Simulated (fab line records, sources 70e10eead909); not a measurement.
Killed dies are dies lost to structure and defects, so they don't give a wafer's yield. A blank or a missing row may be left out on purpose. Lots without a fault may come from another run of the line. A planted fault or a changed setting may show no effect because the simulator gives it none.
Which tool did it? | flow nand_harc | 24 lots, 72 wafers sampled, at 5 steps of a route of 1302

WHAT THE GAUGES READ, wafer by wafer
NHARC_P_ZERO_WELL_CD_MEAS_24: target cd 720 nm.
lot  | measured     | on        | cd_nm (nm)
L074 | day 1 22:35  | cd_sem-02 | 719.8 718.7 720.3
L075 | day 2 08:40  | cd_sem-02 | 721.3 719.8 720.9
L076 | day 2 18:27  | cd_sem-02 | 720.0 721.1 719.8
L077 | day 3 04:41  | cd_sem-03 | 717.6 717.5 719.1
L078 | day 3 14:28  | cd_sem-02 | 719.2 719.1 721.8
L079 | day 4 00:27  | cd_sem-03 | 720.5 719.8 718.6
L080 | day 4 10:34  | cd_sem-01 | 721.0 719.9 721.8
L081 | day 4 20:28  | cd_sem-01 | 720.6 720.4 721.2
L082 | day 5 06:41  | cd_sem-02 | 718.2 718.6 718.6
L083 | day 5 16:40  | cd_sem-02 | 720.3 718.8 718.9
L084 | day 6 02:34  | cd_sem-01 | 719.0 718.9 718.8
L085 | day 6 12:43  | cd_sem-02 | 719.5 719.8 719.9
L086 | day 7 01:13  | cd_sem-02 | 718.4 717.9 717.3
L087 | day 7 08:31  | cd_sem-02 | 720.4 719.6 720.2
L088 | day 7 18:28  | cd_sem-02 | 719.5 719.6 720.2
L089 | day 8 04:40  | cd_sem-03 | 719.0 719.8 720.3
L090 | day 8 14:37  | cd_sem-01 | 722.0 720.3 721.2
L091 | day 9 00:36  | cd_sem-02 | 718.9 719.5 719.2
L092 | day 9 10:26  | cd_sem-01 | 721.1 721.0 720.2
L093 | day 9 20:37  | cd_sem-03 | 721.1 720.3 720.1
L094 | day 10 06:34 | cd_sem-02 | 721.2 721.0 720.5
L095 | day 10 16:36 | cd_sem-03 | 719.9 719.6 720.3
L096 | day 11 02:34 | cd_sem-02 | 718.1 716.7 718.7
L097 | day 11 12:37 | cd_sem-02 | 720.6 720.9 720.2

NHARC_P_ZERO_WELL_INSPECT_43.
lot  | measured     | on                | raw_defect_count
L074 | day 2 03:37  | defect_inspect-01 | 15 14 11
L075 | day 2 13:51  | defect_inspect-02 | 12 12 4
L076 | day 2 23:25  | defect_inspect-02 | 18 14 13
L077 | day 3 10:02  | defect_inspect-01 | 16 10 7
L078 | day 3 19:26  | defect_inspect-01 | 7 7 8
L079 | day 4 05:27  | defect_inspect-02 | 17 8 11
L080 | day 4 15:33  | defect_inspect-01 | 11 17 11
L081 | day 5 01:33  | defect_inspect-01 | 14 10 8
L082 | day 5 11:37  | defect_inspect-02 | 22 23 20
L083 | day 5 21:37  | defect_inspect-01 | 15 7 12
L084 | day 6 07:32  | defect_inspect-02 | 26 11 14
L085 | day 6 17:35  | defect_inspect-02 | 18 17 12
L086 | day 7 06:20  | defect_inspect-02 | 13 12 16
L087 | day 7 13:29  | defect_inspect-01 | 14 10 9
L088 | day 7 23:19  | defect_inspect-01 | 17 19 16
L089 | day 8 10:00  | defect_inspect-02 | 12 9 17
L090 | day 8 19:41  | defect_inspect-01 | 9 25 8
L091 | day 9 05:35  | defect_inspect-01 | 29 26 23
L092 | day 9 15:28  | defect_inspect-01 | 7 20 16
L093 | day 10 01:27 | defect_inspect-02 | 14 15 16
L094 | day 10 12:15 | defect_inspect-02 | 12 7 7
L095 | day 10 21:37 | defect_inspect-02 | 14 21 15
L096 | day 11 07:41 | defect_inspect-02 | 10 5 17
L097 | day 11 17:36 | defect_inspect-02 | 15 9 5

NHARC_P_CONTACT_OVL_MEAS_13.
lot  | measured     | on         | overlay_x_nm (nm) | overlay_y_nm (nm)
L074 | day 6 03:12  | overlay-01 | -1.9 -1.9 -2.4    | -0.6 -0.5 -0.2
L075 | day 6 03:22  | overlay-02 | -1.1 -0.9 -0.8    | 1.3 1.9 1.8
L076 | day 6 14:45  | overlay-01 | -0.1 0.9 -0.1     | -0.3 -0.1 0.2
L077 | day 7 03:45  | overlay-02 | 0.0 -0.8 -0.5     | -0.2 -0.4 -0.5
L078 | day 7 13:41  | overlay-02 | -0.2 -0.1 0.1     | 0.1 0.2 0.1
L079 | day 7 22:48  | overlay-02 | -1.5 -1.6 -1.0    | -0.4 -0.9 -0.4
L080 | day 8 14:17  | overlay-02 | -0.1 -0.6 -0.7    | -0.4 -0.2 -0.5
L081 | day 8 23:00  | overlay-01 | 0.7 0.9 0.7       | 1.5 2.0 1.9
L082 | day 9 05:19  | overlay-02 | -1.7 -1.8 -1.8    | -0.7 -0.5 -0.2
L083 | day 10 05:45 | overlay-01 | -0.2 0.0 -0.1     | -0.9 -0.9 -1.2
L084 | day 10 09:44 | overlay-02 | 0.6 0.7 0.7       | -0.2 0.0 0.0
L085 | day 10 14:08 | overlay-02 | -2.7 -2.5 -3.0    | 1.3 1.3 1.2
L086 | day 11 00:44 | overlay-02 | -1.2 -1.2 -1.3    | -0.8 -0.2 -0.7
L087 | day 11 09:07 | overlay-01 | -0.3 -0.5 -1.0    | -0.4 -1.0 -1.0
L088 | day 11 21:26 | overlay-02 | -0.3 0.0 -0.4     | 0.6 0.8 0.8
L089 | day 12 08:05 | overlay-02 | 0.2 0.0 0.4       | 0.0 -0.2 -0.1
L090 | day 12 18:07 | overlay-02 | -0.3 -0.6 -0.6    | -0.5 -0.3 -0.2
L091 | day 12 23:49 | overlay-01 | -0.1 -0.6 -0.6    | -0.9 -0.6 -0.8
L092 | day 13 19:06 | overlay-01 | 0.2 0.2 0.1       | -1.2 -1.6 -1.0
L093 | day 14 02:28 | overlay-01 | 0.0 0.1 0.5       | 0.9 0.3 0.8
L094 | day 14 08:13 | overlay-01 | -0.6 -0.7 0.0     | 0.5 -0.1 0.8
L095 | day 14 18:07 | overlay-01 | -0.2 -0.1 -0.1    | 1.6 1.3 1.0
L096 | day 15 01:03 | overlay-02 | -0.3 -0.4 -0.4    | -1.2 -1.2 -0.6
L097 | day 15 13:51 | overlay-01 | 0.2 0.1 0.0       | -1.1 -1.2 -1.7

WHICH TOOL RAN EACH LOT (tool, then ch and the chambers of the sampled wafers, then the start)
lot  | NHARC_P_ZERO_WELL_DESCUM_26        | NHARC_P_CONTACT_CMP_01
L074 | rie_diel-03 ch 0,1,2, day 1 22:47  | cmp-03 ch 1,2,3, day 6 02:28
L075 | rie_diel-08 ch 0,3, day 2 08:50    | cmp-01 ch 0,1, day 6 02:29
L076 | rie_diel-12 ch 0,2,3, day 2 18:37  | cmp-01 ch 0,2,3, day 6 13:50
L077 | rie_diel-03 ch 0,2,3, day 3 04:58  | cmp-01 ch 0,2,3, day 7 02:59
L078 | rie_diel-08 ch 0,1,2, day 3 14:38  | cmp-01 ch 0,2, day 7 12:54
L079 | rie_diel-12 ch 0,1,2, day 4 00:38  | cmp-01 ch 0,1, day 7 21:55
L080 | rie_diel-03 ch 0,2, day 4 10:44    | cmp-02 ch 0,1,2, day 8 13:23
L081 | rie_diel-08 ch 1,2,3, day 4 20:38  | cmp-03 ch 0,2,3, day 8 22:12
L082 | rie_diel-03 ch 1,2, day 5 06:50    | cmp-01 ch 2,3, day 9 04:31
L083 | rie_diel-08 ch 0,1,2, day 5 16:50  | cmp-01 ch 0,2,3, day 10 04:53
L084 | rie_diel-12 ch 1,3, day 6 02:43    | cmp-01 ch 0,3, day 10 08:48
L085 | rie_diel-08 ch 0,3, day 6 12:53    | cmp-03 ch 0,1,3, day 10 13:13
L086 | rie_diel-03 ch 0,1, day 7 01:22    | cmp-01 ch 0,2, day 10 23:49
L087 | rie_diel-03 ch 0,2, day 7 08:41    | cmp-01 ch 0,1,2, day 11 08:14
L088 | rie_diel-12 ch 0,3, day 7 18:37    | cmp-02 ch 0,2,3, day 11 20:34
L089 | rie_diel-12 ch 0,3, day 8 04:50    | cmp-02 ch 0,2, day 12 07:19
L090 | rie_diel-12 ch 1,2,3, day 8 14:47  | cmp-03 ch 0,2,3, day 12 17:13
L091 | rie_diel-12 ch 0,1,2, day 9 00:46  | cmp-03 ch 0,2,3, day 12 23:03
L092 | rie_diel-03 ch 1,2,3, day 9 10:35  | cmp-01 ch 1,2, day 13 18:10
L093 | rie_diel-03 ch 0,1,3, day 9 20:46  | cmp-01 ch 1,2,3, day 14 01:33
L094 | rie_diel-12 ch 1,2,3, day 10 07:20 | cmp-01 ch 0,2,3, day 14 07:20
L095 | rie_diel-12 ch 0,1,2, day 10 16:47 | cmp-02 ch 0,2,3, day 14 17:12
L096 | rie_diel-08 ch 0,2,3, day 11 02:44 | cmp-03 ch 0,2,3, day 15 00:08
L097 | rie_diel-08 ch 2,3, day 11 12:47   | cmp-01 ch 0,1,3, day 15 12:59
- NHARC_P_ZERO_WELL_DESCUM_26: chemistry O2, time 3 s.
- NHARC_P_CONTACT_CMP_01: polishes SiO2, target thk 200 nm.

WHAT THE TOOLS THEMSELVES READ (means of the sampled wafers that have a number; where no wafer has one, the mark that the record gives instead)
NHARC_P_ZERO_WELL_DESCUM_26.
lot  | tool        | drypump_motor_current_A (A) | oes_product_au (a.u.) | rf_vpp_V (V) | showerhead_plenum_p_Torr (Torr) | throttle_valve_pct (%)
L074 | rie_diel-03 | 5.3                         | 0.993                 | 57.6         | 1.91                            | 11.307
L075 | rie_diel-08 | 5.5                         | 0.985                 | 58.1         | 1.87                            | 11.315
L076 | rie_diel-12 | 5.4                         | 0.985                 | 56.8         | 1.91                            | 11.307
L077 | rie_diel-03 | 5.4                         | 1.002                 | 57.7         | 1.94                            | 11.320
L078 | rie_diel-08 | 6.0                         | 0.993                 | 57.8         | 1.84                            | 11.309
L079 | rie_diel-12 | 5.4                         | 0.997                 | 58.0         | 1.94                            | 11.308
L080 | rie_diel-03 | 5.3                         | 0.998                 | 59.1         | 1.94                            | 11.311
L081 | rie_diel-08 | 5.9                         | 1.000                 | 57.6         | 1.81                            | 11.311
L082 | rie_diel-03 | 5.4                         | 0.999                 | 57.6         | 1.82                            | 11.311
L083 | rie_diel-08 | 6.0                         | 0.996                 | 57.8         | 1.83                            | 11.311
L084 | rie_diel-12 | 5.5                         | 0.998                 | 57.7         | 1.93                            | 11.309
L085 | rie_diel-08 | 5.5                         | 0.992                 | 57.4         | 1.84                            | 11.308
L086 | rie_diel-03 | 5.2                         | 1.006                 | 58.4         | 1.85                            | 11.305
L087 | rie_diel-03 | 5.2                         | 0.991                 | 57.6         | 1.97                            | 11.317
L088 | rie_diel-12 | 5.5                         | 1.005                 | 58.6         | 1.91                            | 11.317
L089 | rie_diel-12 | 5.5                         | 1.006                 | 58.1         | 1.91                            | 11.319
L090 | rie_diel-12 | 5.5                         | 1.004                 | 57.8         | 1.92                            | 11.317
L091 | rie_diel-12 | 5.5                         | 0.999                 | 57.9         | 1.93                            | 11.315
L092 | rie_diel-03 | 5.5                         | 1.003                 | 57.7         | 1.85                            | 11.307
L093 | rie_diel-03 | 5.3                         | 1.001                 | 58.6         | 1.88                            | 11.299
L094 | rie_diel-12 | 5.5                         | 1.010                 | 57.9         | 1.92                            | 11.323
L095 | rie_diel-12 | 5.5                         | 0.998                 | 57.4         | 1.93                            | 11.311
L096 | rie_diel-08 | 5.7                         | 0.998                 | 56.2         | 1.82                            | 11.313
L097 | rie_diel-08 | 5.6                         | 0.990                 | 57.7         | 1.80                            | 11.308

NHARC_P_CONTACT_CMP_01.
lot  | tool   | motor_current_A (A)
L074 | cmp-03 | 12.3
L075 | cmp-01 | 13.6
L076 | cmp-01 | 13.0
L077 | cmp-01 | 12.8
L078 | cmp-01 | 12.8
L079 | cmp-01 | 13.7
L080 | cmp-02 | 11.6
L081 | cmp-03 | 11.7
L082 | cmp-01 | 12.7
L083 | cmp-01 | 12.8
L084 | cmp-01 | 13.4
L085 | cmp-03 | 11.7
L086 | cmp-01 | 13.0
L087 | cmp-01 | 13.2
L088 | cmp-02 | 12.6
L089 | cmp-02 | 12.9
L090 | cmp-03 | 11.5
L091 | cmp-03 | 11.6
L092 | cmp-01 | 12.8
L093 | cmp-01 | 12.9
L094 | cmp-01 | 12.4
L095 | cmp-02 | 12.7
L096 | cmp-03 | 11.5
L097 | cmp-01 | 13.4

THE ANSWER, worked out from the rows above alone
Rule: what is usual is taken from the lots themselves. Put in order of their means at a reading, lots are off if they are a third of the lots or fewer, leave a main group of 4 or more, and stand apart from it by a gap of 3 or more times the standard deviation of the main group's means; of several such gaps the widest counts. A main group whose means are all the same, to the digits that the tables above print for the reading, isn't used. A lot without any number at a reading at which 4 lots or more have one is off too. The other lots that the step has rows for count as sound. The gauges are gone through in route order, then the tools' own readings, and for those a lot's mean is taken as printed above. The first step at which some lot is off is used, and at that step the reading that is off furthest; a lot without a number counts as furthest.
No lot is off at any reading shown: from this, nothing can be told.

WHAT THE SIMULATOR HAD PUT IN
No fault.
